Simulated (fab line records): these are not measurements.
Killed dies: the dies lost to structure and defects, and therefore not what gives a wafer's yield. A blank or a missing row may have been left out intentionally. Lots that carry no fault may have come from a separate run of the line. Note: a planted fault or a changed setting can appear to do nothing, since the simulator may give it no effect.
Chamber matching / flow nandHarc / NHARC_P_M1_ETCH_35 on rieDiel-13 has 4 sister chambers
The step etches the open film in N2/H2, target depth 40 nm, overetch 12 nm, time 43.94 s. 8 wafers are shown with their chamber, then 7 later ones without.

== EACH WAFER AND ITS CHAMBER ==
wafer=L078.6; chamber=0; drypumpMotorCurrentA (A)=6.08; rfVppV (V)=426.2
wafer=L080.2; chamber=3; drypumpMotorCurrentA (A)=6.51; rfVppV (V)=430.5
wafer=L081.1; chamber=1; drypumpMotorCurrentA (A)=5.64; rfVppV (V)=429.3
wafer=L082.2; chamber=3; drypumpMotorCurrentA (A)=6.56; rfVppV (V)=430.5
wafer=L082.3; chamber=2; drypumpMotorCurrentA (A)=6.34; rfVppV (V)=433.1
wafer=L082.4; chamber=0; drypumpMotorCurrentA (A)=6.04; rfVppV (V)=426.4
wafer=L083.1; chamber=1; drypumpMotorCurrentA (A)=5.61; rfVppV (V)=429.1
wafer=L083.2; chamber=2; drypumpMotorCurrentA (A)=6.38; rfVppV (V)=433.7

== WAFERS WITHOUT THEIR CHAMBER ==
wafer=L083.5; drypumpMotorCurrentA (A)=6.33; rfVppV (V)=433.0
wafer=L086.3; drypumpMotorCurrentA (A)=6.56; rfVppV (V)=431.2
wafer=L086.5; drypumpMotorCurrentA (A)=6.05; rfVppV (V)=428.1
wafer=L086.6; drypumpMotorCurrentA (A)=5.63; rfVppV (V)=427.0
wafer=L090.1; drypumpMotorCurrentA (A)=6.05; rfVppV (V)=427.3
wafer=L090.4; drypumpMotorCurrentA (A)=6.55; rfVppV (V)=431.8
wafer=L090.6; drypumpMotorCurrentA (A)=6.04; rfVppV (V)=426.4

== WHICH CHAMBER EACH WENT THROUGH ==
wafer=L083.5; from the rows above=2; in truth=2
wafer=L086.3; from the rows above=3; in truth=3
wafer=L086.5; from the rows above=0; in truth=0
wafer=L086.6; from the rows above=1; in truth=1
wafer=L090.1; from the rows above=0; in truth=0
wafer=L090.4; from the rows above=3; in truth=3
wafer=L090.6; from the rows above=0; in truth=0
Correctly placed: 7 of 7. From these rows, 0 cannot be placed. Number placed wrongly: 0.
How it was worked out, from the rows above alone: a wafer's distance from a chamber is the root of the sum, over the readings, of the square of ((its reading less the chamber's mean) divided by the reading's scatter). If the next closest chamber is less than 2 further off than the closest, the wafer can't be placed; otherwise it belongs to the closest. The mean given for a chamber averages the wafers shown for that chamber. The scatter is the square root of a quotient: the sum, over the shown wafers, of each reading's squared deviation from its chamber's mean, divided by wafers minus chambers.
